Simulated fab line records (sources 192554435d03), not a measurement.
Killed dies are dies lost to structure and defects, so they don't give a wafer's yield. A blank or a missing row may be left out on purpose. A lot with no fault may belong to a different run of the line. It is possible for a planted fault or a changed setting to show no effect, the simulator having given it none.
Which tool was responsible? -- flow n5-finfet -- 12 lots, 36 wafers sampled, at 2 steps of a route of 1938

## WHAT EACH GAUGE READ, for each wafer
N5_BEOL_M6_CD_MEAS_28: the cd target is 40 nm.
lot,measured,on,cd-nm (nm)
L075,day 9 01:21,cd-sem-03,39.81 40.03 40.03
L077,day 9 11:43,cd-sem-01,40.21 39.63 40.26
L079,day 9 20:50,cd-sem-01,39.97 39.88 39.88
L082,day 10 13:14,cd-sem-01,39.89 39.74 40.15
L083,day 10 15:07,cd-sem-01,39.52 39.51 39.69
L085,day 11 09:23,cd-sem-01,40.08 39.92 39.93
L088,day 11 19:38,cd-sem-02,39.60 39.65 39.98
L089,day 12 16:20,cd-sem-02,39.67 40.12 40.05
L091,day 13 01:53,cd-sem-03,39.97 40.12 39.90
L093,day 13 04:48,cd-sem-01,40.11 40.32 39.80
L095,day 13 18:41,cd-sem-02,40.10 39.87 39.56
L096,day 14 10:56,cd-sem-03,39.73 39.99 39.78

## WHAT TOOL EACH LOT RAN ON (gives the tool, then ch and the chambers of the sampled wafers, and finally the start)
lot,N5_BEOL_M6_STRIP_67
L075,"rie-diel-01 ch 1,2,3, day 9 00:20"
L077,"rie-diel-02 ch 0,1,3, day 9 10:27"
L079,"rie-diel-01 ch 1,2,3, day 9 19:59"
L082,"rie-diel-01 ch 1,2,3, day 10 12:04"
L083,"rie-diel-02 ch 0,1,3, day 10 14:35"
L085,"rie-diel-04 ch 0,2,3, day 11 08:50"
L088,"rie-diel-02 ch 1,2,3, day 11 19:07"
L089,"rie-diel-04 ch 0,1, day 12 14:54"
L091,"rie-diel-02 ch 0,2,3, day 13 00:22"
L093,"rie-diel-02 ch 0,1,2, day 13 04:04"
L095,"rie-diel-04 ch 0,1,2, day 13 18:08"
L096,"rie-diel-04 ch 0,2, day 14 08:37"
- N5_BEOL_M6_STRIP_67: strips in CF4.

## THE ANSWER, worked out from the rows above alone
Rule: what is usual is taken from the lots themselves. The widest of any qualifying gaps counts: lots, ordered by their means at a reading, are off when they make up no more than a third of the lots, leave a main group of 4 or more, and stand apart from it by 3 or more times the standard deviation of that group's means. A main group is skipped when, at the precision printed for the reading in the tables above, its means are all equal. A lot without any number at a reading at which 4 lots or more have one is off too. Where the step has rows for the other lots, those lots are counted as sound.
None of the lots is off at any reading shown; this tells nothing.

## WHAT THE SIMULATOR PUT IN
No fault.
